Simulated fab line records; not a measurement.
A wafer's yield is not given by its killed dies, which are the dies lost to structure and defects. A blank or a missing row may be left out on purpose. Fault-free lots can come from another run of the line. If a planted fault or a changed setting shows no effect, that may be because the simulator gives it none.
fab line records :: flow n5Finfet
[record]
  lots = 6
  wafers = 18
  lastDay = 18
route steps=1938 shown SD_EPI_P@319 SD_ACTIVATION@330 PASSIVATION@1936
lots untouched by any fault: they come from a run of this same line in which no faults occurred
startH: the number of hours between the record's first day and the start of the first shown wafer of the lot :: waitH: time in hours since the lot's previous step :: " the same as in the row above :: L1.1+2: a row that stands for several wafers :: - value missing, or start not given :: * or withheld: withheld :: < > ~ a bound
route shown NAME@n: a module of which the file shows steps, and the number in the route of the first :: usual: average and standard deviation across the fault-free wafers :: same: alike in all rows :: chamber/n: place in a boat :: sites: the reading at each site :: _std_site: standard deviation of those values :: _edge_site: inner sites' mean taken away from outer sites' mean :: radiusMm: for every site, how far away it sits from the centre of the wafer :: mask NAME#n: copy n :: behind: tool/chamber where the wafer was last shaped :: hold: cause of the lot's hold/its duration in hours/its outcome :: device: whichever transistor did not switch (one of n, p or np) :: end of line: tests of these same wafers at the route's end :: a step with no rows: only its recipe :: killed: not the wafer's yield, but the dies lost to structure and defects at the first sort :: map: a wafer's dies, marking killed ones x, the rest . and places with no die _
set.NAME: the run value of the setting; set.NAME@STEP: its run value at that earlier step :: model.NAME: the simulator's own value behind a step, which no gauge read
lots at some steps of the route; a table a step, a row a wafer
services: from which hour (startH, from the record's first day; less than 0 if before it) a tool's chamber was out of use, for how many hours, and why
[[steps]]
[step N5_SD_EPI_P_PRECLEAN_51]
[recipe]
  chemistry = NF3:NH3
  afsCycles = 1
  tempC = 30
  timeS = 20
  sublimationTempC = 180
  sublimationTimeS = 60
  pressureTorr = 3
  rfPowerW = 30
[step N5_SD_EPI_P_VAPOR_ETCH_44]
[recipe]
  chemistry = NF3/Ar
  target = SiGe30
  tempC = 25
  timeS = 3.3
  mode = isotropic
[step N5_SD_EPI_P_EPI_21]
[recipe]
  material = SiGe:B
  dopant = B
  tempC = 550
  pressureTorr = 20
  ambient = H2
  timeS = 355
[step N5_SD_EPI_P_EPI_MEAS_23]
[recipe]
  mode = xrd
[usual]
  thkNm = 61.1/1.2
lot.wafer: L396.1
tool: filmMetro-02
chamber: -
startH: 80.28
waitH: 1.8
thkNm: 62.5

lot.wafer: L396.5
tool: filmMetro-02
chamber: -
startH: 80.28
waitH: 1.8
thkNm: 60.6

lot.wafer: L396.6
tool: filmMetro-02
chamber: -
startH: 80.28
waitH: 1.8
thkNm: 62.6

lot.wafer: L401.1
tool: filmMetro-01
chamber: -
startH: 109.44
waitH: 1.8
thkNm: 61.5

lot.wafer: L401.4
tool: filmMetro-01
chamber: -
startH: 109.44
waitH: 1.8
thkNm: 60.1

lot.wafer: L401.5
tool: filmMetro-01
chamber: -
startH: 109.44
waitH: 1.8
thkNm: 60.7

lot.wafer: L407.4
tool: filmMetro-01
chamber: -
startH: 144.28
waitH: 1.3
thkNm: 59.6

lot.wafer: L407.5
tool: filmMetro-01
chamber: -
startH: 144.28
waitH: 1.3
thkNm: 60.0

lot.wafer: L407.6
tool: filmMetro-01
chamber: -
startH: 144.28
waitH: 1.3
thkNm: 61.0

lot.wafer: L410.1
tool: filmMetro-01
chamber: -
startH: 158.39
waitH: 2.4
thkNm: 62.1

lot.wafer: L410.2
tool: filmMetro-01
chamber: -
startH: 158.39
waitH: 2.4
thkNm: 62.0

lot.wafer: L410.5
tool: filmMetro-01
chamber: -
startH: 158.39
waitH: 2.4
thkNm: 62.4

lot.wafer: L412.2
tool: filmMetro-02
chamber: -
startH: 171.35
waitH: 1.5
thkNm: 61.4

lot.wafer: L412.3
tool: filmMetro-02
chamber: -
startH: 171.35
waitH: 1.5
thkNm: 61.5

lot.wafer: L412.5
tool: filmMetro-02
chamber: -
startH: 171.35
waitH: 1.5
thkNm: 61.7

lot.wafer: L415.1
tool: filmMetro-02
chamber: -
startH: 195.29
waitH: 3.2
thkNm: 60.5

lot.wafer: L415.4
tool: filmMetro-02
chamber: -
startH: 195.29
waitH: 3.2
thkNm: 61.0

lot.wafer: L415.6
tool: filmMetro-02
chamber: -
startH: 195.29
waitH: 3.2
thkNm: 60.7
[step N5_SD_EPI_P_HM_STRIP_48]
[recipe]
  chemistry = H3PO4
  tempC = 160
  material = SiNx
  target = SiNx
  targetDepthA = 30
  overetchFraction = 0.3
[step N5_SD_EPI_P_SRD_49]
[recipe]
  dry = ipaMarangoni
  timeS = 30
  tempC = 23
  rinseLiquid = diw
[step N5_SD_EPI_P_PRECLEAN_24]
[recipe]
  chemistry = O3/DIW
  timeS = 45
  tempC = 22
  o3Ppm = 10
[step N5_SD_EPI_P_PRECLEAN_32]
[recipe]
  chemistry = dHF
  timeS = 10
  dilution = 500:1
  tempC = 25
[step N5_SD_EPI_P_PRECLEAN_33]
[recipe]
  chemistry = SC2
  timeS = 45
  tempC = 35
  mix = 1:1:50
[step N5_SD_EPI_P_SRD_25]
[recipe]
  timeS = 30
  tempC = 23
  rinseLiquid = diw
  dry = ipaMarangoni
[step N5_SD_EPI_P_INSPECT_26]
[recipe]
  inspectInstrument = darkfield
  mode = postEpi
[usual]
  rawDefectCount = 181/38
lot.wafer: L396.1
tool: defectInspect-01
chamber: -
startH: 80.46
waitH: 0.0
rawDefectCount: 197

lot.wafer: L396.5
tool: defectInspect-01
chamber: -
startH: 80.46
waitH: 0.0
rawDefectCount: 160

lot.wafer: L396.6
tool: defectInspect-01
chamber: -
startH: 80.46
waitH: 0.0
rawDefectCount: 234

lot.wafer: L401.1
tool: defectInspect-01
chamber: -
startH: 109.62
waitH: 0.0
rawDefectCount: 157

lot.wafer: L401.4
tool: defectInspect-01
chamber: -
startH: 109.62
waitH: 0.0
rawDefectCount: 169

lot.wafer: L401.5
tool: defectInspect-01
chamber: -
startH: 109.62
waitH: 0.0
rawDefectCount: 203

lot.wafer: L407.4
tool: defectInspect-02
chamber: -
startH: 144.45
waitH: 0.0
rawDefectCount: 224

lot.wafer: L407.5
tool: defectInspect-02
chamber: -
startH: 144.45
waitH: 0.0
rawDefectCount: 162

lot.wafer: L407.6
tool: defectInspect-02
chamber: -
startH: 144.45
waitH: 0.0
rawDefectCount: 94

lot.wafer: L410.1
tool: defectInspect-02
chamber: -
startH: 158.57
waitH: 0.0
rawDefectCount: 180

lot.wafer: L410.2
tool: defectInspect-02
chamber: -
startH: 158.57
waitH: 0.0
rawDefectCount: 197

lot.wafer: L410.5
tool: defectInspect-02
chamber: -
startH: 158.57
waitH: 0.0
rawDefectCount: 189

lot.wafer: L412.2
tool: defectInspect-01
chamber: -
startH: 171.52
waitH: 0.0
rawDefectCount: 116

lot.wafer: L412.3
tool: defectInspect-01
chamber: -
startH: 171.52
waitH: 0.0
rawDefectCount: 177

lot.wafer: L412.5
tool: defectInspect-01
chamber: -
startH: 171.52
waitH: 0.0
rawDefectCount: 161

lot.wafer: L415.1
tool: defectInspect-02
chamber: -
startH: 195.72
waitH: 0.3
rawDefectCount: 167

lot.wafer: L415.4
tool: defectInspect-02
chamber: -
startH: 195.72
waitH: 0.3
rawDefectCount: 208

lot.wafer: L415.6
tool: defectInspect-02
chamber: -
startH: 195.72
waitH: 0.3
rawDefectCount: 154
[step N5_SD_ACTIVATION_RTA_00]
[recipe]
  tempC = 975
  timeS = 0
  ambient = N2
  idleTempC = 600
  rampUpCPerS = 150
  rampDownCPerS = 60
  coolToC = 600
[usual]
  lampPowerPct = 8.97/0.05
  lamp_zone_5_pct = 8.952/0.027
  lamp_zone_6_pct = 8.878/0.027
  wafer_temp_C_max = 975.0/1.8
lot.wafer: L396.1
tool: rtpAnneal-02
chamber: 0
startH: 80.48
waitH: 0.0
lampPowerPct: 8.98
lamp_zone_5_pct: 8.991
lamp_zone_6_pct: 8.870
wafer_temp_C_max: 972.6

lot.wafer: L396.5
tool: rtpAnneal-02
chamber: 0
startH: 80.48
waitH: 0.0
lampPowerPct: 9.07
lamp_zone_5_pct: 8.969
lamp_zone_6_pct: 8.893
wafer_temp_C_max: 978.2

lot.wafer: L396.6
tool: rtpAnneal-02
chamber: 0
startH: 80.48
waitH: 0.0
lampPowerPct: 8.90
lamp_zone_5_pct: 8.979
lamp_zone_6_pct: 8.915
wafer_temp_C_max: 976.0

lot.wafer: L401.1
tool: rtpAnneal-01
chamber: 0
startH: 109.64
waitH: 0.0
lampPowerPct: 8.92
lamp_zone_5_pct: 8.953
lamp_zone_6_pct: 8.874
wafer_temp_C_max: 974.9

lot.wafer: L401.4
tool: rtpAnneal-01
chamber: 0
startH: 109.64
waitH: 0.0
lampPowerPct: 9.05
lamp_zone_5_pct: 8.986
lamp_zone_6_pct: 8.874
wafer_temp_C_max: 974.7

lot.wafer: L401.5
tool: rtpAnneal-01
chamber: 0
startH: 109.64
waitH: 0.0
lampPowerPct: 8.92
lamp_zone_5_pct: 8.972
lamp_zone_6_pct: 8.857
wafer_temp_C_max: 975.5

lot.wafer: L407.4
tool: rtpAnneal-02
chamber: 0
startH: 144.56
waitH: 0.1
lampPowerPct: 8.94
lamp_zone_5_pct: 8.966
lamp_zone_6_pct: 8.904
wafer_temp_C_max: 974.3

lot.wafer: L407.5
tool: rtpAnneal-02
chamber: 0
startH: 144.56
waitH: 0.1
lampPowerPct: 8.98
lamp_zone_5_pct: 8.976
lamp_zone_6_pct: 8.873
wafer_temp_C_max: 975.4

lot.wafer: L407.6
tool: rtpAnneal-02
chamber: 0
startH: 144.56
waitH: 0.1
lampPowerPct: 9.01
lamp_zone_5_pct: 8.953
lamp_zone_6_pct: 8.882
wafer_temp_C_max: 976.2

lot.wafer: L410.1
tool: rtpAnneal-02
chamber: 0
startH: 158.60
waitH: 0.0
lampPowerPct: 8.91
lamp_zone_5_pct: 8.957
lamp_zone_6_pct: 8.843
wafer_temp_C_max: 974.8

lot.wafer: L410.2
tool: rtpAnneal-02
chamber: 0
startH: 158.60
waitH: 0.0
lampPowerPct: 8.98
lamp_zone_5_pct: 8.930
lamp_zone_6_pct: 8.813
wafer_temp_C_max: 977.8

lot.wafer: L410.5
tool: rtpAnneal-02
chamber: 0
startH: 158.60
waitH: 0.0
lampPowerPct: 8.99
lamp_zone_5_pct: 8.916
lamp_zone_6_pct: 8.882
wafer_temp_C_max: 977.7

lot.wafer: L412.2
tool: rtpAnneal-01
chamber: 0
startH: 171.58
waitH: 0.1
lampPowerPct: 8.99
lamp_zone_5_pct: 8.983
lamp_zone_6_pct: 8.870
wafer_temp_C_max: 974.5

lot.wafer: L412.3
tool: rtpAnneal-01
chamber: 0
startH: 171.58
waitH: 0.1
lampPowerPct: 9.00
lamp_zone_5_pct: 8.947
lamp_zone_6_pct: 8.889
wafer_temp_C_max: 974.8

lot.wafer: L412.5
tool: rtpAnneal-01
chamber: 0
startH: 171.58
waitH: 0.1
lampPowerPct: 9.00
lamp_zone_5_pct: 8.946
lamp_zone_6_pct: 8.869
wafer_temp_C_max: 975.9

lot.wafer: L415.1
tool: rtpAnneal-01
chamber: 0
startH: 195.75
waitH: 0.0
lampPowerPct: 8.99
lamp_zone_5_pct: 8.950
lamp_zone_6_pct: 8.913
wafer_temp_C_max: 976.0

lot.wafer: L415.4
tool: rtpAnneal-01
chamber: 0
startH: 195.75
waitH: 0.0
lampPowerPct: 8.91
lamp_zone_5_pct: 8.940
lamp_zone_6_pct: 8.873
wafer_temp_C_max: 976.8

lot.wafer: L415.6
tool: rtpAnneal-01
chamber: 0
startH: 195.75
waitH: 0.0
lampPowerPct: 8.88
lamp_zone_5_pct: 8.963
lamp_zone_6_pct: 8.910
wafer_temp_C_max: 977.7
[step N5_SD_ACTIVATION_LSA_01]
[recipe]
  tempC = 1080
  timeS = 0.0008
  ambient = N2
[usual]
  wafer_temp_C_max = 1086.4/2.9
lot.wafer: L396.1
tool: laserAnneal-01
chamber: 0
startH: 80.69
waitH: 0.2
wafer_temp_C_max: 1090.8

lot.wafer: L396.5
tool: laserAnneal-01
chamber: 0
startH: 80.69
waitH: 0.2
wafer_temp_C_max: 1088.9

lot.wafer: L396.6
tool: laserAnneal-01
chamber: 0
startH: 80.69
waitH: 0.2
wafer_temp_C_max: 1090.4

lot.wafer: L401.1
tool: laserAnneal-02
chamber: 0
startH: 109.84
waitH: 0.2
wafer_temp_C_max: 1083.3

lot.wafer: L401.4
tool: laserAnneal-02
chamber: 0
startH: 109.84
waitH: 0.2
wafer_temp_C_max: 1082.9

lot.wafer: L401.5
tool: laserAnneal-02
chamber: 0
startH: 109.84
waitH: 0.2
wafer_temp_C_max: 1082.8

lot.wafer: L407.4
tool: laserAnneal-02
chamber: 0
startH: 144.76
waitH: 0.2
wafer_temp_C_max: 1085.1

lot.wafer: L407.5
tool: laserAnneal-02
chamber: 0
startH: 144.76
waitH: 0.2
wafer_temp_C_max: 1083.5

lot.wafer: L407.6
tool: laserAnneal-02
chamber: 0
startH: 144.76
waitH: 0.2
wafer_temp_C_max: 1082.5

lot.wafer: L410.1
tool: laserAnneal-01
chamber: 0
startH: 158.80
waitH: 0.2
wafer_temp_C_max: 1159.4

lot.wafer: L410.2
tool: laserAnneal-01
chamber: 0
startH: 158.80
waitH: 0.2
wafer_temp_C_max: 1156.8

lot.wafer: L410.5
tool: laserAnneal-01
chamber: 0
startH: 158.80
waitH: 0.2
wafer_temp_C_max: 1161.1

lot.wafer: L412.2
tool: laserAnneal-01
chamber: 0
startH: 171.78
waitH: 0.2
wafer_temp_C_max: 1159.2

lot.wafer: L412.3
tool: laserAnneal-01
chamber: 0
startH: 171.78
waitH: 0.2
wafer_temp_C_max: 1160.5

lot.wafer: L412.5
tool: laserAnneal-01
chamber: 0
startH: 171.78
waitH: 0.2
wafer_temp_C_max: 1163.9

lot.wafer: L415.1
tool: laserAnneal-02
chamber: 0
startH: 195.95
waitH: 0.2
wafer_temp_C_max: 1083.0

lot.wafer: L415.4
tool: laserAnneal-02
chamber: 0
startH: 195.95
waitH: 0.2
wafer_temp_C_max: 1083.4

lot.wafer: L415.6
tool: laserAnneal-02
chamber: 0
startH: 195.95
waitH: 0.2
wafer_temp_C_max: 1083.6
[step N5_PASSIVATION_PROBE_49]
[usual]
  killed_at_M0_to_M3 = 34/11
  killed_at_M4_up = 13/5.2
  killedAtContacts = 13/6.3
  killedAtFrontEnd = 40/14
  killedAtOther = 3.2/2.4
  killedDies = 104/19
  killedOpen = 69/14
  killedShort = 32/7.5
[same]
  grossDies = 1180
  killedAtBackSide = 0
lot.wafer: L396.1
tool: prober-01
chamber: -
startH: 287.42
waitH: 0.0
killed_at_M0_to_M3: 39
killed_at_M4_up: 19
killedAtContacts: 10
killedAtFrontEnd: 32
killedAtOther: 0
killedDies: 100
killedOpen: 65
killedShort: 35

lot.wafer: L396.5
tool: prober-01
chamber: -
startH: 287.62
waitH: 0.2
killed_at_M0_to_M3: 28
killed_at_M4_up: 15
killedAtContacts: 25
killedAtFrontEnd: 37
killedAtOther: 3
killedDies: 108
killedOpen: 75
killedShort: 33

lot.wafer: L396.6
tool: prober-01
chamber: -
startH: 287.67
waitH: 0.3
killed_at_M0_to_M3: 34
killed_at_M4_up: 7
killedAtContacts: 25
killedAtFrontEnd: 43
killedAtOther: 0
killedDies: 109
killedOpen: 79
killedShort: 27

lot.wafer: L415.1
tool: prober-02
chamber: -
startH: 421.56
waitH: 0.0
killed_at_M0_to_M3: 17
killed_at_M4_up: 29
killedAtContacts: 5
killedAtFrontEnd: 48
killedAtOther: 6
killedDies: 105
killedOpen: 64
killedShort: 39

lot.wafer: L415.4
tool: prober-02
chamber: -
startH: 421.71
waitH: 0.2
killed_at_M0_to_M3: 27
killed_at_M4_up: 22
killedAtContacts: 6
killedAtFrontEnd: 40
killedAtOther: 2
killedDies: 97
killedOpen: 61
killedShort: 33

lot.wafer: L415.6
tool: prober-02
chamber: -
startH: 421.81
waitH: 0.3
killed_at_M0_to_M3: 22
killed_at_M4_up: 28
killedAtContacts: 11
killedAtFrontEnd: 40
killedAtOther: 3
killedDies: 104
killedOpen: 75
killedShort: 29
// killed by level:class
L396.1 BEOL_M4:geometricParticle:open=10 BEOL_M0_SAQP:geometricParticle:short=10 MOL_CONTACT_COAG:geometricParticle:open=8 FIN_SAQP:geometricParticle:short=6 BEOL_M1:geometricParticle:open=6 BEOL_M3:geometricParticle:open=6 DUMMY_GATE:geometricParticle:open=5 BEOL_M2:geometricParticle:open=5
L396.5 MOL_CONTACT_COAG:geometricParticle:open=21 BEOL_M2:geometricParticle:open=11 STI_FIN_REVEAL:geometricParticle:open=9 GATE_CUT:geometricParticle:short=8 BEOL_M0_SAQP:geometricParticle:short=6 FIN_SAQP:geometricParticle:short=5 BEOL_M4:geometricParticle:open=5 FIN_SAQP:geometricParticle:open=4
L396.6 MOL_CONTACT_COAG:geometricParticle:open=20 FIN_SAQP:geometricParticle:open=14 STI_FIN_REVEAL:geometricParticle:open=9 BEOL_M0_SAQP:geometricParticle:open=9 FIN_SAQP:geometricParticle:short=6 BEOL_M1:geometricParticle:open=6 MOL_CONTACT_COAG:geometricParticle:short=5 BEOL_M0_SAQP:geometricParticle:short=5
L415.1 BEOL_M4:geometricParticle:open=19 STI_FIN_REVEAL:geometricParticle:open=14 FIN_SAQP:geometricParticle:short=7 STI_FIN_REVEAL:geometricParticle:short=7 BEOL_M0_SAQP:geometricParticle:short=4 BEOL_M0_SAQP:geometricParticle:open=4 BEOL_M4:geometricParticle:short=4 STARTING-WAFER:geometricParticle:open=4
L415.4 STI_FIN_REVEAL:geometricParticle:open=17 BEOL_M4:geometricParticle:open=10 FIN_SAQP:geometricParticle:short=7 BEOL_M0_SAQP:geometricParticle:short=7 DUMMY_GATE:geometricParticle:open=5 BEOL_M4:geometricParticle:short=5 BEOL_M0_SAQP:geometricParticle:open=5 BEOL_M2:geometricParticle:open=5
L415.6 STI_FIN_REVEAL:geometricParticle:open=17 BEOL_M4:geometricParticle:open=16 MOL_CONTACT_COAG:geometricParticle:open=10 FIN_SAQP:geometricParticle:open=7 FIN_SAQP:geometricParticle:short=7 BEOL_M1:geometricParticle:open=5 BEOL_M4:geometricParticle:short=5 BEOL_M3:geometricParticle:open=4
[[services]]
tool: laserAnneal-02
chamber: -
startH: 138.18
hours: 4.0
kind: pm

tool: laserAnneal-01
chamber: -
startH: 142.20
hours: 1.6
kind: pm
[[key]]
[firstSign]
  step = N5_SD_ACTIVATION_LSA_01
  reading = wafer_temp_C_max
  direction = up
  sigmas = 26
  usual = *
  struck = *
effect none on later readings
metAt N5_SD_ACTIVATION_LSA_01
struckWafers L410.1,L410.2,L410.5,L412.2,L412.3,L412.5
testerLeftOut L410,L412
onsetBetween 80.69 158.80
[fault]
  kind = processParameterDrift
  tool = laserAnneal-01
  chamber = -
  onsetH = 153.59
  steps = N5_SD_ACTIVATION_LSA_01
  channel = tempC
  offset = *
  shape = step
  endH = 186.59
  stated = *
// testerLeftOut: of these lots the tester's yield and bins aren't shown, on N5 and GAA mostly nor the transistor test; their killed dies are dies lost to structure and defects alone, not to doping, threshold or leakage, so they don't give the yield
